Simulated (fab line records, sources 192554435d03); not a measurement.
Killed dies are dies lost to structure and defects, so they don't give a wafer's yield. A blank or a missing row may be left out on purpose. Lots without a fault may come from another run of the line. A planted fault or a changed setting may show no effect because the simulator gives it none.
fab line records | flow n5_finfet
record lots=4 wafers=12 last_day=15
route steps=1938 shown BEOL_M4@1041 PASSIVATION@1936
lots that met no fault: from a run of the same line without faults
start_h: hours from the record's first day to the start of the lot's first wafer shown | wait_h: hours since the lot's step before | " the same as in the row above | L1.1+2: a row that stands for several wafers | - no value, or no start given | * or withheld: withheld | < > ~ a bound
route shown NAME@n: a module of which the file shows steps, and the number in the route of the first | usual: mean/standard deviation of fault-free wafers | same: alike in all rows | chamber/n: place in a boat | sites: the reading at each site | _std_site: their standard deviation | _edge_site: outer sites' mean less inner sites' | radius_mm: how far each site lies from the wafer's centre | mask NAME#n: copy n | behind: the tool/chamber that last shaped the wafer | hold: why the lot was held/for how many hours/how that ended | device: the transistor (n, p or np) that didn't switch | end of line: the same wafers' tests at the end of the route | a step without rows: its recipe alone | killed: dies lost to structure and defects at the first sort, not the wafer's yield | map: a wafer's dies, x killed, . not, _ none there
set.NAME: the setting as run; set.NAME@STEP: as run at that earlier step | model.NAME: the simulator's own value behind a step, which no gauge read
lots at some steps of the route; a table a step, a row a wafer
services: from which hour (start_h, from the record's first day; less than 0 if before it) a tool's chamber was out of use, for how many hours, and why
## steps
# step N5_BEOL_M4_STRIP_65
# recipe chemistry=N2/H2 temp_c=40 n2_flow_sccm=200 h2_flow_sccm=200 rf_frequency_hz=6e+07
# step N5_BEOL_M4_STRIP_75
# recipe chemistry=N2/H2 temp_c=40 n2_flow_sccm=200 h2_flow_sccm=200 rf_frequency_hz=6e+07
# step N5_BEOL_M4_STRIP_66
# recipe chemistry=CF4 resist=SiARC power_w=300 bias_power_w=75 pressure_mtorr=50 cf4_flow_sccm=150 rf_frequency_hz=6e+07
# step N5_BEOL_M4_HM_OPEN_17
# recipe chemistry=Cl2/BCl3 target_depth_a=200 overetch_a=60 target=TiN mask_material=SOC ion_energy_ev=150 pressure_mtorr=10 icp_w=1000 bias_w=126 Cl2_flow_sccm=53.25 bcl3_flow_sccm=21.75 Ar_flow_sccm=25
# step N5_BEOL_M4_STRIP_19
# recipe chemistry=O2 power_w=400 temp_c=40 pressure_mtorr=30 rf_frequency_hz=6e+07 bias_power_w=0 overash_fraction=0.2 o2_flow_sccm=225
# step N5_BEOL_M4_COAT_67
# recipe resist=SOC temp_c=250 time_s=60 spin_rpm=1500 resist_thk_nm=60
# step N5_BEOL_M4_COAT_68
# recipe resist=SiARC temp_c=220 time_s=60 spin_rpm=1500 resist_thk_nm=12
# step N5_BEOL_M4_COAT_76
# recipe resist=underlayer temp_c=205 time_s=60 spin_rpm=1500 resist_thk_nm=5
# step N5_BEOL_M4_COAT_22
# recipe resist=CAR-EUV spin_rpm=1500 resist_thk_nm=30
# step N5_BEOL_M4_EBR_24
# recipe solvent=PGMEA ebr_width_mm=1.5
# step N5_BEOL_M4_SOFTBAKE_23
# recipe temp_c=110 time_s=60 resist=CAR-EUV
# step N5_BEOL_M4_EXPOSE_25
# recipe mask_id=V3 na=0.33 source_shape=quasar sigma_inner=0.2 sigma_outer=0.8 polarization=unpolarized defocus_nm=5 dose_mj=63
# usual reticle_temp_C=22.99/0.084
# columns lot.wafer tool chamber start_h wait_h mask reticle_temp_C model.BEOL_M4.overlay_x_nm
L662.1 euv_scanner-02 0 173.51 - V3#0 23.16 0.2
L662.3 " 0 " " V3#0 22.94 0.2
L662.6 " 0 " " V3#0 23.02 0.2
L674.1 euv_scanner-02 0 244.80 - V3#0 23.11 10.6
L674.2 " 0 " " V3#0 23.00 10.6
L674.3 " 0 " " V3#0 23.01 10.6
L675.2 euv_scanner-02 0 244.90 - V3#0 23.03 11
L675.5 " 0 " " V3#0 23.00 11
L675.6 " 0 " " V3#0 22.90 11
L676.3 euv_scanner-01 0 252.96 - V3#0 22.84 -0.2
L676.4 " 0 " " V3#0 23.10 -0.2
L676.5 " 0 " " V3#0 23.06 -0.2
# step N5_BEOL_M4_PEB_26
# recipe peb_temp_c=100 peb_time_s=60 resist=CAR-EUV
# step N5_BEOL_M4_DEVELOP_27
# recipe develop_time_s=30 developer=TMAH resist=CAR-EUV rinse_liquid=surfactant_rinse dry=air_spin dev_temp_c=23
# step N5_BEOL_M4_OVL_MEAS_29
# recipe points_per_wafer=522
# usual V3_OVL=-0.5/0.57
# columns lot.wafer tool chamber start_h wait_h V3_OVL[nm]
L662.1 overlay-01 0 173.69 0.0 -0.9
L662.3 " 0 " " -0.2
L662.6 " 0 " " 0.4
L674.1 overlay-01 0 244.97 0.0 9.7
L674.2 " 0 " " 9.7
L674.3 " 0 " " 9.3
L675.2 overlay-02 0 245.07 0.0 10.1
L675.5 " 0 " " 10.6
L675.6 " 0 " " 10.1
L676.3 overlay-02 0 253.12 0.0 -1.0
L676.4 " 0 " " 0.2
L676.5 " 0 " " -0.8
# step N5_BEOL_M4_DESCUM_33
# recipe chemistry=O2 time_s=7 source_power_w=50 bias_power_w=20 pressure_mtorr=20 rf_frequency_hz=2.712e+07 temp_c=40 resist=CAR-EUV o2_flow_sccm=225
# step N5_BEOL_M4_ETCH_77
# recipe chemistry=N2/H2 target=underlayer target_depth_a=65 mask_material=CAR-EUV time_s=5.2 ion_energy_ev=200 pressure_mtorr=30 source_w=840 bias_w=150 n2_flow_sccm=200 h2_flow_sccm=200 ends=cleared
# step N5_BEOL_M4_ETCH_69
# recipe chemistry=CF4 target=SiARC target_depth_a=156 mask_material=CAR-EUV time_s=26 ion_energy_ev=80 pressure_mtorr=40 source_w=545 bias_w=36 Ar_flow_sccm=100 cf4_flow_sccm=100 ends=cleared
# step N5_BEOL_M4_ALD_98
# recipe material=SiO2 target_thk_a=25 temp_c=100 ald_precursor_family=BDEAS ald_co_reactant=O2-plasma pulse_time_s=1 co_reactant_pulse_time_s=1 purge_time_s=2 co_reactant_purge_time_s=2 ald_cycles=17 pressure_torr=2
# step N5_BEOL_M4_ETCHBACK_99
# recipe chemistry=CHF3 target=SiO2 target_depth_a=50 time_s=10.4 source_w=215 bias_w=47 Ar_flow_sccm=200 CHF3_flow_sccm=12 ion_energy_ev=100 pressure_mtorr=30
# step N5_BEOL_M4_ETCH_70
# recipe chemistry=N2/H2 target=SOC target_depth_a=800 overetch_a=240 mask_material=SiARC temp_c=40 time_s=130 ion_energy_ev=200 pressure_mtorr=30 source_w=840 bias_w=150 n2_flow_sccm=200 h2_flow_sccm=200
# step N5_BEOL_M4_STRIP_71
# recipe chemistry=N2/H2 temp_c=40 n2_flow_sccm=200 h2_flow_sccm=200 rf_frequency_hz=6e+07
# step N5_BEOL_M4_STRIP_78
# recipe chemistry=N2/H2 temp_c=40 n2_flow_sccm=200 h2_flow_sccm=200 rf_frequency_hz=6e+07
# step N5_BEOL_M4_VIA_ETCH_34
# recipe chemistry=C4F6/O2 target_depth_a=694 mask_material=SOC pressure_mtorr=15 ion_energy_ev=250 taper_deg=4 time_s=65.9 source_w=350 bias_w=170 Ar_flow_sccm=300 C4F6_flow_sccm=10 O2_flow_sccm=10
# step N5_BEOL_M4_STRIP_83
# recipe chemistry=C4F6/O2 resist=SiARC rf_frequency_hz=6e+07
# step N5_BEOL_M4_STRIP_36
# recipe chemistry=N2/H2 power_w=450 temp_c=40 pressure_mtorr=20 rf_frequency_hz=6e+07 overash_fraction=0.3 bias_power_w=7 h2_frac=0.5 n2_flow_sccm=200 h2_flow_sccm=200
# step N5_BEOL_M4_TRENCH_ETCH_37
# recipe chemistry=C4F6/O2 target_depth_a=555.55 target=SiOC time_s=29.2 ion_energy_ev=250 pressure_mtorr=30 source_w=355 bias_w=185 Ar_flow_sccm=300 C4F6_flow_sccm=10 O2_flow_sccm=10
# step N5_BEOL_M4_ETCH_41
# recipe chemistry=CH3F/O2 target=SiCN target_depth_a=299 taper_deg=2 time_s=52.5 ion_energy_ev=120 mask_material=TiN pressure_mtorr=30 source_w=395 bias_w=75 Ar_flow_sccm=150 CH3F_flow_sccm=30 O2_flow_sccm=20
# step N5_BEOL_M4_STRIP_97
# recipe chemistry=N2/H2 time_s=10 power_w=450 temp_c=40 pressure_mtorr=20 rf_frequency_hz=6e+07 bias_power_w=7 n2_flow_sccm=200 h2_flow_sccm=200
# step N5_BEOL_M4_HM_STRIP_39
# recipe chemistry=peroxide_tin_strip material=TiN target_depth_a=250 temp_c=50 time_s=158
# step N5_BEOL_M4_SRD_40
# recipe time_s=30 temp_c=23 rinse_liquid=diw dry=ipa_marangoni
# step N5_BEOL_M4_PRECLEAN_42
# recipe chemistry=residue_remover time_s=60 temp_c=40
# step N5_BEOL_M4_SRD_43
# recipe time_s=30 temp_c=23 rinse_liquid=diw dry=ipa_marangoni
# step N5_BEOL_M4_DEGAS_44
# recipe ambient=vacuum temp_c=250 time_s=60
# step N5_BEOL_M4_PRE_CLEAN_45
# recipe gas=H2/He time_s=30 temp_c=250
# step N5_BEOL_M4_ALD_84
# recipe material=TaN target_thk_a=* temp_c=275 ald_precursor_family=PDMAT ald_co_reactant=NH3 pressure_torr=3 carrier_flow_sccm=1500 pulse_time_s=2 purge_time_s=3 co_reactant_purge_time_s=2 co_reactant_pulse_time_s=3 ald_cycles=30 precursor_vessel_temp_c=75 precursor_vessel_pressure_torr=26.25 precursor_vessel_carrier_sccm=1000
# step N5_BEOL_M4_SURFACE_TREAT_85
# recipe gas=Ar time_s=* ion_energy_ev=* ion_current_ma_cm2=0.5 pressure_mtorr=* ar_flow_sccm=30
# step N5_BEOL_M4_RC_MEAS_101
# usual DIBL_N=36.3/1.4 DIBL_P=35.7/1.5 IOFF_N=0.155/0.022 IOFF_P=0.204/0.027 ION_N=671/9 ION_P=459/6.2 SS_N=71.5/0.54 SS_P=73.1/0.56 VT_N=250.2/2.6 VT_P=-251/3.3
# columns lot.wafer tool chamber start_h wait_h DIBL_N[mV/V] DIBL_P[mV/V] IOFF_N[nA/um] IOFF_P[nA/um] ION_N[uA/um] ION_P[uA/um] SS_N[mV/dec] SS_P[mV/dec] VT_N[mV] VT_P[mV]
L662.1 prober-01 0 186.65 0.0 35.3 35.6 0.161 0.217 673 463 71.2 72.8 246.7 -247
L662.3 " 0 " " 37.1 37.4 0.202 0.257 692 475 72.0 73.7 246.3 -248
L662.6 " 0 " " 37.3 37.0 0.201 0.250 680 468 71.5 73.3 248.6 -248
L674.1 prober-01 0 253.09 0.0 38.4 35.7 0.183 0.193 682 453 72.0 73.8 246.3 -253
L674.2 " 0 " " 35.8 34.0 0.140 0.165 666 454 71.2 72.9 252.3 -256
L674.3 " 0 " " 34.6 32.4 0.125 0.148 664 452 70.7 72.7 250.8 -256
L675.2 prober-02 0 255.85 0.2 38.9 37.2 0.175 0.230 674 462 72.1 74.7 249.2 -250
L675.5 " 0 " " 39.8 37.9 0.190 0.230 685 461 72.6 74.5 246.0 -248
L675.6 " 0 " " 38.5 36.8 0.157 0.217 666 462 71.8 73.4 250.3 -250
L676.3 prober-01 0 263.09 0.3 34.6 35.8 0.139 0.181 671 459 71.3 72.4 251.3 -250
L676.4 " 0 " " 34.4 35.0 0.131 0.177 652 449 72.1 73.0 255.6 -253
L676.5 " 0 " " 35.6 36.5 0.149 0.194 666 451 72.0 73.4 253.2 -252
# step N5_PASSIVATION_PROBE_49
# usual defect_limited_yield=91.0/1.5 killed_at_M0_to_M3=36/12 killed_at_M4_up=14/5.5 killed_at_contacts=11/4.8 killed_at_front_end=42/12 killed_at_other=3.7/2.7 killed_dies=106/18 killed_on_rim=13/4.5 killed_open=70/13 killed_short=35/8.2 sort_bin_5_function=5.3/1 sort_bin_6_memory=3.3/0.69 sort_n_pass=1074/18 sort_yield_pct=91.0/1.5
# same gross_dies=1180 killed_at_back_side=0 sort_bin_4_leakage[%]=0 sort_bin_8_speed[%]=0
# columns lot.wafer tool chamber start_h wait_h defect_limited_yield[%] killed_at_M0_to_M3 killed_at_M4_up killed_at_contacts killed_at_front_end killed_at_other killed_dies killed_on_rim killed_open killed_short sort_bin_5_function[%] sort_bin_6_memory[%] sort_n_pass sort_yield_pct[%]
L662.1 prober-02 - 297.29 0.0 90.9 33 12 12 47 3 107 9 69 37 4.9 4.0 1073 90.9
L662.3 prober-02 - 297.39 0.1 91.4 41 10 9 40 2 102 17 60 42 5.3 3.2 1078 91.4
L662.6 prober-02 - 297.54 0.3 92.4 35 20 11 19 5 90 9 64 26 4.7 2.7 1090 92.4
L674.1 prober-01 - 348.59 0.1 53.5 60 438 7 38 6 549 65 69 47 24.5 3.0 631 53.5
L674.2 prober-01 - 348.64 0.1 46.8 35 538 7 45 3 628 70 70 39 27.2 3.8 552 46.8
L674.3 prober-01 - 348.69 0.2 71.5 43 225 15 50 3 336 38 76 45 16.7 3.2 844 71.5
L675.2 prober-01 - 363.69 0.1 25.3 20 791 9 59 3 882 109 67 36 37.9 2.8 298 25.3
L675.5 prober-01 - 363.84 0.2 49.4 35 508 14 29 11 597 73 65 40 25.8 3.9 583 49.4
L675.6 prober-01 - 363.89 0.3 34.2 42 685 10 35 5 777 97 73 39 32.7 3.5 403 34.2
# killed by level:class
L662.1 STI_FIN_REVEAL:geometric_particle:open=18 MOL_CONTACT_COAG:geometric_particle:open=10 GATE_CUT:geometric_particle:short=9 BEOL_M2:geometric_particle:open=8 BEOL_M0_SAQP:geometric_particle:short=7 BEOL_M3:geometric_particle:open=7 FIN_SAQP:geometric_particle:short=6 STI_FIN_REVEAL:geometric_particle:short=4
L662.3 BEOL_M0_SAQP:geometric_particle:short=10 STI_FIN_REVEAL:geometric_particle:open=10 MOL_CONTACT_COAG:geometric_particle:open=9 BEOL_M1:geometric_particle:open=8 FIN_SAQP:geometric_particle:short=6 BEOL_M0_SAQP:geometric_particle:open=6 FIN_SAQP:geometric_particle:open=5 GATE_CUT:geometric_particle:short=5
L662.6 BEOL_M3:geometric_particle:open=9 MOL_CONTACT_COAG:geometric_particle:open=9 BEOL_M0_SAQP:geometric_particle:short=9 BEOL_M0_SAQP:geometric_particle:open=6 BEOL_M4:geometric_particle:open=6 BEOL_M2:geometric_particle:open=5 BEOL_M5:geometric_particle:open=5 DUMMY_GATE:geometric_particle:open=4
L674.1 BEOL_M4:overlay=433 BEOL_M0_SAQP:geometric_particle:short=14 BEOL_M0_SAQP:geometric_particle:open=13 BEOL_M2:geometric_particle:open=12 STI_FIN_REVEAL:geometric_particle:open=9 BEOL_M1:geometric_particle:open=7 FIN_SAQP:geometric_particle:short=5 MOL_CONTACT_COAG:geometric_particle:open=5
L674.2 BEOL_M4:overlay=515 BEOL_M2:geometric_particle:open=13 STI_FIN_REVEAL:geometric_particle:open=12 GATE_CUT:geometric_particle:short=8 FIN_SAQP:geometric_particle:short=6 BEOL_M0_SAQP:geometric_particle:short=6 BEOL_M4:geometric_particle:open=6 MOL_CONTACT_COAG:geometric_particle:open=5
L674.3 BEOL_M4:overlay=215 STI_FIN_REVEAL:geometric_particle:open=15 BEOL_M2:geometric_particle:open=11 BEOL_M1:geometric_particle:open=11 MOL_CONTACT_COAG:geometric_particle:open=9 BEOL_M0_SAQP:geometric_particle:short=8 DUMMY_GATE:geometric_particle:open=7 GATE_CUT:geometric_particle:short=7
L675.2 BEOL_M4:overlay=776 FIN_SAQP:geometric_particle:short=14 FIN_SAQP:geometric_particle:open=13 MOL_CONTACT_COAG:geometric_particle:open=9 BEOL_M0_SAQP:geometric_particle:short=9 GATE_CUT:geometric_particle:open=8 STI_FIN_REVEAL:geometric_particle:open=7 DUMMY_GATE:geometric_particle:open=6
L675.5 BEOL_M4:overlay=492 MOL_CONTACT_COAG:geometric_particle:open=11 BEOL_M0_SAQP:geometric_particle:open=10 FIN_SAQP:geometric_particle:short=7 BEOL_M2:geometric_particle:open=7 BEOL_M0_SAQP:geometric_particle:short=6 FIN_SAQP:geometric_particle:open=5 BEOL_M1:geometric_particle:open=5
L675.6 BEOL_M4:overlay=664 BEOL_M4:geometric_particle:open=13 BEOL_M0_SAQP:geometric_particle:short=11 BEOL_M0_SAQP:geometric_particle:open=9 BEOL_M2:geometric_particle:open=8 MOL_CONTACT_COAG:geometric_particle:open=7 FIN_SAQP:geometric_particle:short=6 STI_FIN_REVEAL:geometric_particle:open=6
# map L674.2 (x killed, . not)
_________________xxxx...x..x.________________
______________x..x......xx.x.x.._____________
___________.x.xxx.x.xxxx.xxxxxxxx.x__________
__________xxxxx..x.x.xx...x.x.xxxxx._________
________x..xxx.....xx.....xxx....x.x.x_______
_______xxx..x.xxx.xx.xxx.x.xx...x.x....______
______..x.x.xx.x.xx...x.xxx.x..xxxxx...x_____
_____.x.xxxxx..xx.x.xxxxxxxx....xxx.x..xx____
____..x..xx.xx.x.xxx.xxx.xx..xx...xx..x.xx___
___..x...xxx.xxxxx.x.x..x.x..xxx.xxx...x.x.__
___.x...xx..x.....x.x.xxxxxx.x.xxxx.....x..__
__.xx.x...xxx..xxxx..xxx..x..x..xxxx.xx.x..x_
__xxxxxx..x.xxx.xxxxxx......xx.x.xxx.xxxxx.x_
_.....xx.x.xxx.xx.x.x.x.xxxxxx..xx......xx..x
_.x.......xxxx.....x.xxxxxx.x.x..xxx.xxxx.xx.
_..x.x.....x.xx....xxxxx.x..xx.x.xx.x.x..x.x.
_x.x.xxx.x.xxxxxxxx.x.x..x..x.xx..xxx.xx.x.x.
_x..xxxxx.x...xxx..xx..xx.xxxxxxx...x..x.xx.x
_..xxxxx.x..xxxx.....x.xxxx..x..x..xxxxx.x..x
_x.x.x.x..xx.xxxx.xx...xxxx.....xxxxxx....x.x
_x..xx.xxxxxxxx....xxxxxxx...xxxxxx..xxx.x.xx
__.x...x......x...x...xxx..x...xx.....x..xx._
__.x.xxx.xxx.xxx.xx..x....xxx.x....xx.x..xxx_
___x.x.x.xxx.xxx............xxxxx.xx.xxxxxx__
___x.xxxxxx..xxx..xxxxx....x.xxxx.x..x..xx.__
____....xxxx..xx.x.xxx..xxx.xxx.x...x..x..___
_____.x..xxx...x..xx......xx.x.xxxx...x.x____
______.xxxxx.xx...x.xx...xxx.xxx..xx.x.._____
_______...x.x.x.x..xx.xx.x.x..xx.xxxxx.______
________xx.x..xx.xxx.x..xx...xx......x_______
__________.x.x.xx.x..xx.xx..xx.x.xx._________
___________......xx..xx.xx..x.x..xx__________
______________..xxxx....xx.x..x._____________
_________________.x...x.xxxx.________________
# map L675.2 (x killed, . not)
_________________xxxxx.xxx.xx________________
______________.x.xxxxxxx..xxxxxx_____________
___________.xxxxxx.xx.x.x.x.xxxx.xx__________
__________x.x.xx.xxxx.xxxxx.xxx.xx.x_________
________.x.x.x.xxxxxxxxxxxxxxx.xx....x_______
_______...xxx.xxxxxxxxx..xx.xx..xx.xxx.______
______xx.xx....x.xxxxxxxxxxx.xxxxxxxxxxx_____
_____x.xxx....xxxx.xxx.xxxx.....x.x.xxxxx____
____.xxxxx.xxxx.xx.xxxxxxxxxxxxxxx..x.xxxx___
___..xxx.xxx.xxxx.xxx..x.x.x.xx.xxxxxxxxx.x__
___x..xxxxxx..x.xxxxx.x.x.xxxxxxx..xxxxx.x.__
__xx.xx.xxxxx.x..x.xxxx.xxxxxxx.xxxxxxxxxxx._
__..xxxxx.xxxxxxxx.xxxxxxxx.xx..xxxxx.xxx.xx_
_xxxx...xxxxxxxxx.xx.xxxxxxxxx.xxxxxx.xx..x.x
_xx.x.xxxxxxxxxxx.x.xx.x...xxxxxxxxxx.xxxxx..
_x.x.xxxxxx.xxxx.xxxx.x.xxxxxx.xxxx.xxxxxxx.x
_xxxx.xxxxxx.xx....xx.x.x..x.xxx..xxxxx.x.xxx
_xxxx.x.xxx.xxx.xxxxx.xxx.x.xx.xxxx..x.xxx..x
_.xx.xxxxx.xxxxxx.xxxx.xxxx.x.x.xxx..xx.x.x.x
_.xxx.xxxxxxx.xxxxxxxxx.xxx..xxx.xxxxxxx.xx.x
_..x.xxx.xxxx.xxx.xxxx.x.xx.xxxxxxxxx..xxxxxx
__xxxxx..x.x.x.xxxxxx.xxx.xx.xxxxxxxxxx.xxx._
__.x.x.xx...xxx..x..x.xxxxxxxxxxx.x.xxxxxxxx_
___xxx.xxx.xxxx..xx...xxx.x.xxx...xxxxx.xxx__
___xx.x...xxx.xxxxx.xxxxxxxxxx.xxxx.xxxxxxx__
____.xxxxxxx.xxx.x.xxxxxxx.xxxxxxx.x.x..xx___
_____xxx.xxx.xxxxxxxxxx..x.xxxxxx.x.x.xxx____
______xxxxxx.x.xxxxxxxx.x..xxxxxx.xxxxx._____
_______xxxxxxx..xxxxxx.xxxxx.xx.xx..x..______
________.x.x.xxxxxxxx.xxxx.xxxxxx..xxx_______
__________.xxxxxx.xxx.xxxxxxxx.xxxxx_________
___________x.xxx.xxxxx.x.xxxxxxxxxx__________
______________x.xxxxxxxxx.xx.xxx_____________
_________________xxxxx.xxxxx.________________
## services
# columns tool chamber start_h hours kind
euv_scanner-01 - 156.90 1.0 pm
euv_scanner-02 - 174.61 1.0 pm
euv_scanner-02 - 207.66 1.8 repair
euv_scanner-01 - 213.05 1.0 pm
euv_scanner-01 0 223.39 - calibration
euv_scanner-02 - 230.56 4.6 pm
euv_scanner-01 - 238.03 5.8 pm
euv_scanner-01 - 244.74 4.6 pm
## key
first_sign step=N5_BEOL_M4_OVL_MEAS_29 reading=V3_OVL direction=up sigmas=18 usual=-0.5 struck=9.9
effect step=N5_PASSIVATION_PROBE_49 reading=killed_at_M4_up direction=up sigmas=94 usual=14 struck=531
model_effect step=N5_BEOL_M4_EXPOSE_25 value=BEOL_M4.overlay_x_nm without=0 struck=10.8
more_kills_born_at N5_BEOL_M4_EXPOSE_25@euv_scanner-02=3095
met_at N5_BEOL_M4_EXPOSE_25
struck_wafers L674.1,L674.2,L674.3,L675.2,L675.5,L675.6
onset_between 173.51 244.80
earlier_fault kind=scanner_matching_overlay tool=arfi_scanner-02 chamber=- onset_h=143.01 steps=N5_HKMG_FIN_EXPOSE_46 offset=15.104
fault kind=scanner_matching_overlay tool=euv_scanner-02 chamber=- onset_h=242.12 steps=N5_BEOL_M4_EXPOSE_25 offset=10.853
